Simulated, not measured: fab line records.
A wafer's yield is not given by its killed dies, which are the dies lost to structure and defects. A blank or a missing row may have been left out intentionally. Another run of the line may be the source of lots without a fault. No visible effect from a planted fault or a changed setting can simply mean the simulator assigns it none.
fab line records	flow n5-finfet
record lots=7	wafers=21
route steps=1938 shown WELL_APT@21 FIN_SAQP@109 DUMMY_GATE@224 SD_EPI_N@288 SDB@353 HKMG_FIN@428 MOL_CONTACT_COAG@531
start-h: hours from the record's first day to the start of the lot's first wafer shown	wait-h: hours from the lot's prior step to this one	" the same as in the row above	L1.1+2: a single row standing in for several wafers	- value missing, or start not given	* or withheld: withheld	< > ~ a bound
route shown NAME@n: NAME is a module with steps in the file, n the number in the route of the first one	usual: mean and standard deviation over wafers with no fault	same: alike in all rows	chamber/n: place in a boat	sites: each site's reading	_std_site: how widely they spread, as a standard deviation	_edge_site: inner sites' mean taken away from outer sites' mean	radius-mm: for every site, how far away it sits from the centre of the wafer	mask NAME#n: copy n	behind: the most recent tool/chamber to have shaped the wafer	hold: cause of the lot's hold/its duration in hours/its outcome	device: the n, p or np transistor that did not switch	end of line: the tests these same wafers got at the end of their route	a step given without rows: its recipe and nothing more	killed: the dies lost at the first sort to structure and to defects; this is not the yield of the wafer	map: dies across one wafer; x = killed, . = not, _ = none there
set.NAME: the run value of the setting; set.NAME@STEP: its run value at that earlier step	model.NAME: the simulator's own value behind a step, which no gauge read
one table per step and one row per wafer, for lots whose settings were changed on purpose
## steps
# step N5_WELL_APT_COAT_02
# recipe spin-rpm=1357	resist-thk-nm=950
lot.wafer	tool	chamber	start-h	wait-h	set.spin-rpm	model.coat_of_WELL_APT_COAT_02.thk-nm
L080.3	litho-track-05	0	-	-	1357	950.5
L080.5	"	0	"	"	1453	919.6
L080.6	"	0	"	"	1357	951
L082.4	litho-track-05	0	-	-	1357	954
L082.5	"	0	"	"	1270	982.9
L082.6	"	0	"	"	1270	985.9
L083.3	litho-track-05	0	-	-	1212	1009
L083.4	"	0	"	"	1357	954.3
L083.5	"	0	"	"	1212	1008
L084.1	litho-track-04	0	-	-	1357	951.4
L084.3	"	0	"	"	1357	952.5
L084.4	"	0	"	"	1357	950.7
L086.1	litho-track-02	0	-	-	1261	988.5
L086.4	"	0	"	"	1261	985.1
L086.6	"	0	"	"	1357	950.9
L092.1	litho-track-05	0	-	-	1357	947.5
L092.3	"	0	"	"	1480	908.9
L092.4	"	0	"	"	1480	910.8
L097.2	litho-track-02	0	-	-	1357	954.8
L097.4	"	0	"	"	1357	954.7
L097.6	"	0	"	"	1357	953.1
# step N5_FIN_SAQP_PEB_14
# recipe peb-temp-c=withheld	peb-time-s=60	resist=CAR-ArF
lot.wafer	tool	chamber	start-h	wait-h	set.peb-time-s
L080.3+5+6	litho-track-01	0	57.39	0.0	60
L082.4+5	litho-track-02	0	71.04	0.0	55.06
L082.6	"	0	"	"	60
L083.3+4+5	litho-track-04	0	76.26	0.0	60
L084.1+3+4	litho-track-01	0	81.57	0.1	60
L086.1	litho-track-04	0	94.42	0.1	60
L086.4+6	"	0	"	"	68.87
L092.1+3+4	litho-track-01	0	132.08	0.1	60
L097.2+4+6	litho-track-02	0	159.74	0.0	60
# step N5_FIN_SAQP_DEVELOP_15
# recipe develop-time-s=30	developer=TMAH	resist=CAR-ArF	dev-temp-c=23	rinse-liquid=diw	dry=air-spin
# step N5_FIN_SAQP_CD_MEAS_16
# recipe target-cd-nm=35.6	landing-energy-ev=500	detector=se-inlens
# usual cd-nm=35.8/0.39
lot.wafer	tool	chamber	start-h	wait-h	set.peb-time-s@FIN_SAQP_PEB_14	cd-nm
L080.3	cd-sem-01	0	57.46	-	60	35.4
L080.5	"	0	"	"	60	35.3
L080.6	"	0	"	"	60	35.2
L082.4	cd-sem-01	0	71.11	-	55.06	37.3
L082.5	"	0	"	"	55.06	36.9
L082.6	"	0	"	"	60	35.5
L083.3	cd-sem-03	0	76.33	-	60	35.7
L083.4	"	0	"	"	60	36.0
L083.5	"	0	"	"	60	36.0
L084.1	cd-sem-02	0	81.63	-	60	36.3
L084.3	"	0	"	"	60	35.8
L084.4	"	0	"	"	60	36.2
L086.1	cd-sem-03	0	94.48	-	60	36.3
L086.4	"	0	"	"	68.87	34.4
L086.6	"	0	"	"	68.87	34.7
L092.1	cd-sem-02	0	132.15	-	60	35.5
L092.3	"	0	"	"	60	35.3
L092.4	"	0	"	"	60	35.7
L097.2	cd-sem-03	0	159.81	-	60	36.1
L097.4	"	0	"	"	60	35.7
L097.6	"	0	"	"	60	36.2
# step N5_DUMMY_GATE_COAT_28
# recipe resist=underlayer	temp-c=205	time-s=60	spin-rpm=1500	resist-thk-nm=10
lot.wafer	tool	chamber	start-h	wait-h	set.spin-rpm	model.underlayer_of_DUMMY_GATE_COAT_28.thk-nm
L080.3+5+6	litho-track-02	0	-	-	1500	10
L082.4+5+6	litho-track-02	0	-	-	1500	10
L083.3	litho-track-01	0	-	-	1453	10.2
L083.4+5	"	0	"	"	1500	10
L084.1	litho-track-01	0	-	-	1603	9.6
L084.3+4	"	0	"	"	1500	10
L086.1+4+6	litho-track-03	0	-	-	1400	10.4
L092.1+3	litho-track-02	0	-	-	1500	10
L092.4	"	0	"	"	1595	9.8
L097.2+4+6	litho-track-03	0	-	-	1500	10
# step N5_SD_EPI_N_EPI_21
# recipe material=Si:P	dopant=P	temp-c=680	pressure-torr=255	time-s=690
lot.wafer	tool	chamber	start-h	wait-h	set.time-s	model.Si-P_of_SD_EPI_N_EPI_21.thk-nm
L080.3	epi-rpcvd-04	0	85.94	0.7	690	58.4
L080.5+6	"	0	"	"	690	58.2
L082.4	epi-rpcvd-02	0	105.70	0.9	690	59.6
L082.5	"	0	"	"	690	60
L082.6	"	0	"	"	772	64.4
L083.3	epi-rpcvd-01	0	107.41	0.7	690	60
L083.4	"	0	"	"	610.1	54.6
L083.5	"	0	"	"	690	59.8
L084.1	epi-rpcvd-01	0	111.54	0.1	690	60.6
L084.3	"	0	"	"	690	59.2
L084.4	"	0	"	"	690	59.4
L086.1	epi-rpcvd-01	0	127.50	0.1	690	59.8
L086.4	"	0	"	"	690	59.4
L086.6	"	0	"	"	690	58.8
L092.1	epi-rpcvd-02	0	160.04	0.1	690	59.4
L092.3	"	0	"	"	560.4	51.2
L092.4	"	0	"	"	690	58.4
L097.2	epi-rpcvd-02	0	188.37	0.4	690	58.8
L097.4	"	0	"	"	690	58.2
L097.6	"	0	"	"	690	59
# step N5_SD_EPI_N_EPI_MEAS_23
# recipe mode=xrd
# usual thk-nm=59.0/1.2
lot.wafer	tool	chamber	start-h	wait-h	set.time-s@SD_EPI_N_EPI_21	thk-nm
L080.3	film-metro-01	-	87.12	0.9	690	57.2
L080.5	"	-	"	"	690	57.9
L080.6	"	-	"	"	690	57.2
L082.4	film-metro-01	-	106.59	0.6	690	59.4
L082.5	"	-	"	"	690	59.5
L082.6	"	-	"	"	772	63.3
L083.3	film-metro-01	-	108.57	0.9	690	61.0
L083.4	"	-	"	"	610.1	54.3
L083.5	"	-	"	"	690	60.6
L084.1	film-metro-02	-	113.26	1.4	690	60.5
L084.3	"	-	"	"	690	60.4
L084.4	"	-	"	"	690	60.0
L086.1	film-metro-01	-	129.22	1.4	690	59.9
L086.4	"	-	"	"	690	58.1
L086.6	"	-	"	"	690	59.6
L092.1	film-metro-01	-	161.75	1.4	690	57.3
L092.3	"	-	"	"	560.4	52.5
L092.4	"	-	"	"	690	57.5
L097.2	film-metro-01	-	189.81	1.2	690	57.6
L097.4	"	-	"	"	690	57.4
L097.6	"	-	"	"	690	57.9
# step N5_SDB_EXPOSE_08
# recipe mask-id=SDB	na=1.35	source-shape=conventional	sigma-outer=0.5	polarization=unpolarized	dose-mj=49.6
lot.wafer	tool	chamber	start-h	wait-h	mask	set.dose-mj
L080.3+5+6	arfi-scanner-02	0	99.48	-	SDB#0	51.41
L082.4+6	arfi-scanner-03	0	118.77	-	SDB#0	49.6
L082.5	"	0	"	"	SDB#0	46.21
L083.3+4+5	arfi-scanner-02	0	122.05	-	SDB#0	49.6
L084.1+3+4	arfi-scanner-02	0	128.20	-	SDB#0	49.6
L086.1+4	arfi-scanner-03	0	141.36	-	SDB#0	53.03
L086.6	"	0	"	"	SDB#0	49.6
L092.1+3+4	arfi-scanner-01	0	174.65	-	SDB#0	49.6
L097.2+4+6	arfi-scanner-03	0	202.77	-	SDB#0	49.6
# step N5_SDB_PEB_09
# recipe peb-temp-c=withheld	peb-time-s=60	resist=CAR-ArF
# step N5_SDB_DEVELOP_10
# recipe develop-time-s=30	developer=TMAH	resist=CAR-ArF	rinse-liquid=diw	dry=air-spin	dev-temp-c=23
# step N5_SDB_CD_MEAS_11
# recipe target-cd-nm=50	landing-energy-ev=500	detector=se-inlens	polarity=opening
# usual cd-nm=50.3/1.3
lot.wafer	tool	chamber	start-h	wait-h	set.dose-mj@SDB_EXPOSE_08	cd-nm
L080.3	cd-sem-02	0	99.59	-	51.41	54.0
L080.5	"	0	"	"	51.41	54.6
L080.6	"	0	"	"	51.41	55.5
L082.4	cd-sem-02	0	118.88	-	49.6	51.0
L082.5	"	0	"	"	46.21	44.3
L082.6	"	0	"	"	49.6	51.9
L083.3	cd-sem-01	0	122.16	-	49.6	50.4
L083.4	"	0	"	"	49.6	48.8
L083.5	"	0	"	"	49.6	51.3
L084.1	cd-sem-02	0	128.32	-	49.6	49.3
L084.3	"	0	"	"	49.6	50.3
L084.4	"	0	"	"	49.6	49.0
L086.1	cd-sem-01	0	141.49	-	53.03	54.0
L086.4	"	0	"	"	53.03	55.3
L086.6	"	0	"	"	49.6	49.1
L092.1	cd-sem-01	0	174.78	-	49.6	49.7
L092.3	"	0	"	"	49.6	50.9
L092.4	"	0	"	"	49.6	51.2
L097.2	cd-sem-03	0	202.89	-	49.6	51.3
L097.4	"	0	"	"	49.6	51.3
L097.6	"	0	"	"	49.6	49.4
# step N5_SDB_ETCH_25
# recipe chemistry=C4F6/O2	target=SiO2	target-depth-a=100	time-s=3.3	ion-energy-ev=250	mask-material=SiNx	pressure-mtorr=30	source-w=345	bias-w=185	Ar_flow_sccm=300	C4F6_flow_sccm=10	O2_flow_sccm=10
lot.wafer	tool	chamber	start-h	wait-h	set.time-s	model.etch.depth-nm
L080.3	rie-diel-01	3	100.68	0.5	3.3	9.924
L080.5	"	1	"	"	2.595	7.864
L080.6	"	2	"	"	3.3	9.682
L082.4	rie-diel-05	3	122.20	1.4	3.3	10.22
L082.5	"	1	"	"	3.3	9.505
L082.6	"	3	"	"	3.3	10.1
L083.3	rie-diel-04	2	125.70	2.0	3.3	10.02
L083.4	"	3	"	"	3.3	9.69
L083.5	"	2	"	"	3.744	11.34
L084.1	rie-diel-04	3	130.01	0.0	3.3	9.765
L084.3	"	2	"	"	2.827	8.576
L084.4	"	0	"	"	2.827	8.49
L086.1	rie-diel-04	2	142.10	0.0	3.764	11.42
L086.4	"	0	"	"	3.3	9.799
L086.6	"	2	"	"	3.764	11.38
L092.1	rie-diel-01	2	175.90	0.0	3.714	10.86
L092.3	"	3	"	"	3.714	10.98
L092.4	"	0	"	"	3.714	11.3
L097.2	rie-diel-05	3	203.50	0.0	3.3	10.04
L097.4	"	1	"	"	3.3	9.447
L097.6	"	0	"	"	3.3	10.09
# step N5_SDB_CUT_ETCH_26
# recipe chemistry=HBr/Cl2/O2	target=Si	target-depth-a=1296	bt-time-s=20	mask-material=SiNx	time-s=51.8	ion-energy-ev=*	bias-w=*	pressure-mtorr=10	icp-w=800	HBr_flow_sccm=150	Cl2_flow_sccm=80	O2_flow_sccm=12
lot.wafer	tool	chamber	start-h	wait-h	set.icp-w	model.SDB.feature-depth-nm	model.etch.depth-nm
L080.3	rie-si-03	3	100.76	0.1	658.6	116.2	116.3
L080.5	"	0	"	"	658.6	117	117
L080.6	"	1	"	"	800	126.8	126.8
L082.4	rie-si-04	2	122.28	0.1	800	127.2	127.1
L082.5	"	3	"	"	800	129.8	129.8
L082.6	"	0	"	"	800	128.6	128.6
L083.3	rie-si-04	2	125.79	0.1	666.7	117	117
L083.4	"	0	"	"	800	130.4	130.4
L083.5	"	3	"	"	800	128.8	128.8
L084.1	rie-si-01	3	130.09	0.1	800	131.6	131.6
L084.3	"	2	"	"	800	131.4	131.5
L084.4	"	0	"	"	800	134.6	134.7
L086.1	rie-si-03	1	142.19	0.1	669.4	117.8	117.9
L086.4	"	2	"	"	669.4	116	116
L086.6	"	2	"	"	800	126.2	126.3
L092.1	rie-si-04	3	175.98	0.1	695.2	121	120.9
L092.3	"	2	"	"	695.2	115.6	115.6
L092.4	"	0	"	"	800	128.4	128.3
L097.2	rie-si-01	3	203.59	0.1	800	131.2	131.1
L097.4	"	1	"	"	800	130	130
L097.6	"	2	"	"	800	131.8	131.9
# step N5_HKMG_FIN_PEB_10
# recipe peb-temp-c=withheld	peb-time-s=60	resist=CAR-ArF
lot.wafer	tool	chamber	start-h	wait-h	set.peb-time-s
L080.3+5+6	litho-track-04	0	109.45	0.0	60
L082.4+6	litho-track-03	0	131.30	0.0	55.99
L082.5	"	0	"	"	60
L083.3+5	litho-track-04	0	134.19	0.0	60
L083.4	"	0	"	"	64.17
L084.1+3	litho-track-04	0	138.28	0.1	54.74
L084.4	"	0	"	"	60
L086.1+6	litho-track-05	0	150.70	0.1	60
L086.4	"	0	"	"	67.51
L092.1+3+4	litho-track-05	0	184.26	0.1	60
L097.2+4+6	litho-track-03	0	211.74	0.0	60
# step N5_HKMG_FIN_DEVELOP_11
# recipe develop-time-s=30	developer=TMAH	resist=CAR-ArF	dev-temp-c=23	rinse-liquid=diw	dry=air-spin
# step N5_HKMG_FIN_CD_MEAS_12
# recipe target-cd-nm=92.8	landing-energy-ev=500	detector=se-inlens
# usual cd-nm=93.1/0.81
lot.wafer	tool	chamber	start-h	wait-h	set.peb-time-s@HKMG_FIN_PEB_10	cd-nm
L080.3	cd-sem-03	0	109.52	-	60	90.7
L080.5	"	0	"	"	60	92.5
L080.6	"	0	"	"	60	93.2
L082.4	cd-sem-01	0	131.36	-	55.99	91.5
L082.5	"	0	"	"	60	92.7
L082.6	"	0	"	"	55.99	91.6
L083.3	cd-sem-03	0	134.26	-	60	91.1
L083.4	"	0	"	"	64.17	94.9
L083.5	"	0	"	"	60	91.8
L084.1	cd-sem-02	0	138.35	-	54.74	89.0
L084.3	"	0	"	"	54.74	89.6
L084.4	"	0	"	"	60	92.7
L086.1	cd-sem-02	0	150.76	-	60	91.8
L086.4	"	0	"	"	67.51	98.4
L086.6	"	0	"	"	60	94.0
L092.1	cd-sem-01	0	184.33	-	60	92.7
L092.3	"	0	"	"	60	94.4
L092.4	"	0	"	"	60	93.0
L097.2	cd-sem-02	0	211.81	-	60	93.5
L097.4	"	0	"	"	60	93.5
L097.6	"	0	"	"	60	93.3
# step N5_MOL_CONTACT_COAG_ETCH_105
# recipe chemistry=CF4	target=SiARC	target-depth-a=156	mask-material=CAR-EUV	time-s=26	ion-energy-ev=80	pressure-mtorr=40	source-w=545	bias-w=36	Ar_flow_sccm=100	cf4-flow-sccm=100	ends=cleared
# usual rf-vpp-V=183.8/1.2
lot.wafer	tool	chamber	start-h	wait-h	set.bias-w	rf-vpp-V
L080.3	rie-diel-04	2	122.88	0.0	36	183.6
L080.5	"	3	"	"	34.07	176.7
L080.6	"	2	"	"	36	182.9
L082.4	rie-diel-04	1	144.25	0.0	36	183.2
L082.5	"	0	"	"	31.76	171.0
L082.6	"	3	"	"	31.76	170.9
L083.3	rie-diel-05	3	148.42	0.0	38.26	190.6
L083.4	"	0	"	"	38.26	191.1
L083.5	"	0	"	"	36	182.8
L084.1	rie-diel-04	1	151.26	0.0	36	183.3
L084.3	"	3	"	"	36	185.1
L084.4	"	2	"	"	36	181.9
L086.1	rie-diel-04	2	163.23	0.0	36	182.2
L086.4	"	1	"	"	36	184.5
L086.6	"	2	"	"	32.34	170.7
L092.1	rie-diel-04	1	198.43	0.0	36	185.3
L092.3	"	2	"	"	36	183.9
L092.4	"	3	"	"	36	184.5
L097.2	rie-diel-04	0	228.93	0.0	36	181.9
L097.4	"	2	"	"	36	182.8
L097.6	"	3	"	"	36	185.1
# step N5_MOL_CONTACT_COAG_COAT_64
# recipe resist=underlayer	temp-c=205	time-s=60	spin-rpm=1500	resist-thk-nm=10
lot.wafer	tool	chamber	start-h	wait-h	set.spin-rpm	model.underlayer_of_MOL_CONTACT_COAG_COAT_64.thk-nm
L080.3+5	litho-track-04	0	-	-	1500	10
L080.6	"	0	"	"	1551	9.8
L082.4+5	litho-track-02	0	-	-	1436	10.2
L082.6	"	0	"	"	1500	10
L083.3	litho-track-04	0	-	-	1500	10
L083.4+5	"	0	"	"	1614	9.6
L084.1	litho-track-02	0	-	-	1500	10
L084.3+4	"	0	"	"	1626	9.6
L086.1+4+6	litho-track-04	0	-	-	1500	10
L092.1+4	litho-track-05	0	-	-	1500	10
L092.3	"	0	"	"	1456	10.2
L097.2+4+6	litho-track-05	0	-	-	1500	10
# step N5_MOL_CONTACT_COAG_EXPOSE_37
# recipe mask-id=VD	na=0.33	source-shape=annular	sigma-inner=0.3	sigma-outer=0.7	polarization=unpolarized	defocus-nm=0	dose-mj=62
lot.wafer	tool	chamber	start-h	wait-h	mask	set.dose-mj
L080.3+5	euv-scanner-02	0	133.08	-	VD#0	64.64
L080.6	"	0	"	"	VD#0	62
L082.4+5+6	euv-scanner-02	0	156.60	-	VD#0	58.91
L083.3	euv-scanner-02	0	159.81	-	VD#0	59.18
L083.4+5	"	0	"	"	VD#0	62
L084.1+4	euv-scanner-02	0	163.22	-	VD#0	62
L084.3	"	0	"	"	VD#0	66.09
L086.1+4	euv-scanner-02	0	175.72	-	VD#0	57.71
L086.6	"	0	"	"	VD#0	62
L092.1+4	euv-scanner-02	0	210.04	-	VD#0	62
L092.3	"	0	"	"	VD#0	65.06
L097.2+4+6	euv-scanner-01	0	238.46	-	VD#0	62
# step N5_MOL_CONTACT_COAG_PEB_38
# recipe peb-temp-c=100	peb-time-s=60	resist=CAR-EUV
# step N5_MOL_CONTACT_COAG_DEVELOP_39
# recipe develop-time-s=30	developer=TMAH	resist=CAR-EUV	rinse-liquid=surfactant-rinse	dry=air-spin	dev-temp-c=23
# step N5_MOL_CONTACT_COAG_CD_MEAS_40
# recipe target-cd-nm=25.1	landing-energy-ev=500	detector=se-inlens	polarity=opening
# usual cd-nm=25.09/0.26
lot.wafer	tool	chamber	start-h	wait-h	set.dose-mj@MOL_CONTACT_COAG_EXPOSE_37	cd-nm
L080.3	cd-sem-02	0	133.21	-	64.64	26.44
L080.5	"	0	"	"	64.64	26.01
L080.6	"	0	"	"	62	25.56
L082.4	cd-sem-01	0	156.72	-	58.91	24.13
L082.5	"	0	"	"	58.91	23.89
L082.6	"	0	"	"	58.91	23.66
L083.3	cd-sem-03	0	159.94	-	59.18	24.52
L083.4	"	0	"	"	62	24.99
L083.5	"	0	"	"	62	24.97
L084.1	cd-sem-03	0	163.36	-	62	25.10
L084.3	"	0	"	"	66.09	26.17
L084.4	"	0	"	"	62	24.88
L086.1	cd-sem-01	0	175.86	-	57.71	23.85
L086.4	"	0	"	"	57.71	23.69
L086.6	"	0	"	"	62	25.34
L092.1	cd-sem-02	0	210.19	-	62	24.93
L092.3	"	0	"	"	65.06	25.83
L092.4	"	0	"	"	62	25.09
L097.2	cd-sem-02	0	238.60	-	62	25.13
L097.4	"	0	"	"	62	25.07
L097.6	"	0	"	"	62	24.86
# step N5_MOL_CONTACT_COAG_DESCUM_45
# recipe chemistry=O2	time-s=7	source-power-w=50	bias-power-w=20	pressure-mtorr=20	rf-frequency-hz=2.712e+07	temp-c=40	resist=CAR-EUV	o2-flow-sccm=225
# step N5_MOL_CONTACT_COAG_ETCH_65
# recipe chemistry=N2/H2	target=underlayer	target-depth-a=130	mask-material=CAR-EUV	time-s=10.4	ion-energy-ev=200	pressure-mtorr=30	source-w=840	bias-w=150	n2-flow-sccm=200	h2-flow-sccm=200	ends=cleared
lot.wafer	tool	chamber	start-h	wait-h	set.spin-rpm@MOL_CONTACT_COAG_COAT_64	model.etch.depth-nm
L080.3	rie-diel-01	2	133.37	0.0	1500	10
L080.5	"	2	"	"	1500	10.03
L080.6	"	3	"	"	1551	9.823
L082.4	rie-diel-05	2	156.87	0.0	1436	10.24
L082.5	"	3	"	"	1436	10.22
L082.6	"	2	"	"	1500	9.984
L083.3	rie-diel-01	1	160.11	0.0	1500	9.998
L083.4	"	2	"	"	1614	9.653
L083.5	"	3	"	"	1614	9.666
L084.1	rie-diel-01	1	163.52	0.0	1500	9.996
L084.3	"	0	"	"	1626	9.582
L084.4	"	2	"	"	1626	9.603
L086.1	rie-diel-01	3	176.02	0.0	1500	9.992
L086.4	"	1	"	"	1500	9.981
L086.6	"	0	"	"	1500	10.01
L092.1	rie-diel-01	0	210.34	0.0	1500	10.01
L092.3	"	2	"	"	1456	10.13
L092.4	"	2	"	"	1500	9.995
L097.2	rie-diel-05	3	238.75	0.0	1500	9.978
L097.4	"	1	"	"	1500	9.995
L097.6	"	3	"	"	1500	9.992
# step N5_MOL_CONTACT_COAG_ETCH_66
# recipe chemistry=CF4	target=SiARC	target-depth-a=130	mask-material=CAR-EUV	time-s=21.7	ion-energy-ev=80	pressure-mtorr=40	source-w=545	bias-w=36	Ar_flow_sccm=100	cf4-flow-sccm=100	ends=cleared
# step N5_MOL_CONTACT_COAG_ALD_133
# recipe material=SiO2	target-thk-a=50	temp-c=100	ald-precursor-family=BDEAS	ald-co-reactant=O2-plasma	pulse-time-s=1	co-reactant-pulse-time-s=1	purge-time-s=2	co-reactant-purge-time-s=2	ald-cycles=35	pressure-torr=2
# step N5_MOL_CONTACT_COAG_ETCHBACK_134
# recipe chemistry=CHF3	target=SiO2	target-depth-a=100	time-s=6.7	ion-energy-ev=200	pressure-mtorr=30	source-w=610	bias-w=170	Ar_flow_sccm=200	CHF3_flow_sccm=50
lot.wafer	tool	chamber	start-h	wait-h	set.spin-rpm@MOL_CONTACT_COAG_COAT_64	model.CAR-EUV_of_MOL_CONTACT_COAG_COAT_34.thk-nm
L080.3+5	rie-diel-04	2,3	133.65	0.1	1500	15.6
L080.6	"	2	"	"	1551	15.8
L082.4	rie-diel-05	3	157.18	0.1	1436	15.4
L082.5	"	2	"	"	1436	15.2
L082.6	"	1	"	"	1500	15.8
L083.3	rie-diel-01	0	160.62	0.1	1500	15.4
L083.4+5	"	1,2	"	"	1614	15.8
L084.1	rie-diel-01	0	163.87	0.2	1500	15.4
L084.3	"	3	"	"	1626	16.2
L084.4	"	2	"	"	1626	16
L086.1	rie-diel-04	2	176.30	0.1	1500	15.2
L086.4	"	2	"	"	1500	15.4
L086.6	"	3	"	"	1500	15.6
L092.1+4	rie-diel-05	3,1	210.84	0.3	1500	15.8
L092.3	"	0	"	"	1456	15.6
L097.2+4	rie-diel-05	3,2	239.19	0.3	1500	15.6
L097.6	"	1	"	"	1500	15.4
## key
split step=N5_WELL_APT_COAT_02	setting=spin-rpm	stated=1357	by=wafer
response step=N5_WELL_APT_COAT_02	reading=model.coat_of_WELL_APT_COAT_02.thk-nm	change=-4.7	per=1%	r=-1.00
split step=N5_FIN_SAQP_PEB_14	setting=peb-time-s	stated=60	by=wafer
response step=N5_FIN_SAQP_CD_MEAS_16	reading=cd-nm	change=-0.135	per=1%	r=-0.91
split step=N5_DUMMY_GATE_COAT_28	setting=spin-rpm	stated=1500	by=wafer
response step=N5_DUMMY_GATE_COAT_28	reading=model.underlayer_of_DUMMY_GATE_COAT_28.thk-nm	change=-0.0478	per=1%	r=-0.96
split step=N5_SD_EPI_N_EPI_21	setting=time-s	stated=690	by=wafer
response step=N5_SD_EPI_N_EPI_21	reading=model.Si-P_of_SD_EPI_N_EPI_21.thk-nm	change=+0.415	per=1%	r=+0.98
response step=N5_SD_EPI_N_EPI_MEAS_23	reading=thk-nm	change=*	per=1%	r=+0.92
split step=N5_SDB_EXPOSE_08	setting=dose-mj	stated=49.6	by=wafer
response step=N5_SDB_CD_MEAS_11	reading=cd-nm	change=+0.923	per=1%	r=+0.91
split step=N5_SDB_ETCH_25	setting=time-s	stated=3.3	by=wafer
response step=N5_SDB_ETCH_25	reading=model.etch.depth-nm	change=+0.0977	per=1%	r=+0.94
split step=N5_SDB_CUT_ETCH_26	setting=icp-w	stated=800	by=wafer
response step=N5_SDB_CUT_ETCH_26	reading=model.SDB.feature-depth-nm	change=+0.656	per=1%	r=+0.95
response step=N5_SDB_CUT_ETCH_26	reading=model.etch.depth-nm	change=+0.655	per=1%	r=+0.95
split step=N5_HKMG_FIN_PEB_10	setting=peb-time-s	stated=60	by=wafer
response step=N5_HKMG_FIN_CD_MEAS_12	reading=cd-nm	change=+0.4	per=1%	r=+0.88
split step=N5_MOL_CONTACT_COAG_ETCH_105	setting=bias-w	stated=36	by=wafer
response step=N5_MOL_CONTACT_COAG_ETCH_105	reading=rf-vpp-V	change=+1.16	per=1%	r=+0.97
split step=N5_MOL_CONTACT_COAG_COAT_64	setting=spin-rpm	stated=1500	by=wafer
response step=N5_MOL_CONTACT_COAG_COAT_64	reading=model.underlayer_of_MOL_CONTACT_COAG_COAT_64.thk-nm	change=-0.0511	per=1%	r=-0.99
response step=N5_MOL_CONTACT_COAG_ETCH_65	reading=model.etch.depth-nm	change=-0.0481	per=1%	r=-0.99
response step=N5_MOL_CONTACT_COAG_ETCHBACK_134	reading=model.CAR-EUV_of_MOL_CONTACT_COAG_COAT_34.thk-nm	change=+0.0739	per=1%	r=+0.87
split step=N5_MOL_CONTACT_COAG_EXPOSE_37	setting=dose-mj	stated=62	by=wafer
response step=N5_MOL_CONTACT_COAG_CD_MEAS_40	reading=cd-nm	change=+0.179	per=1%	r=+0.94
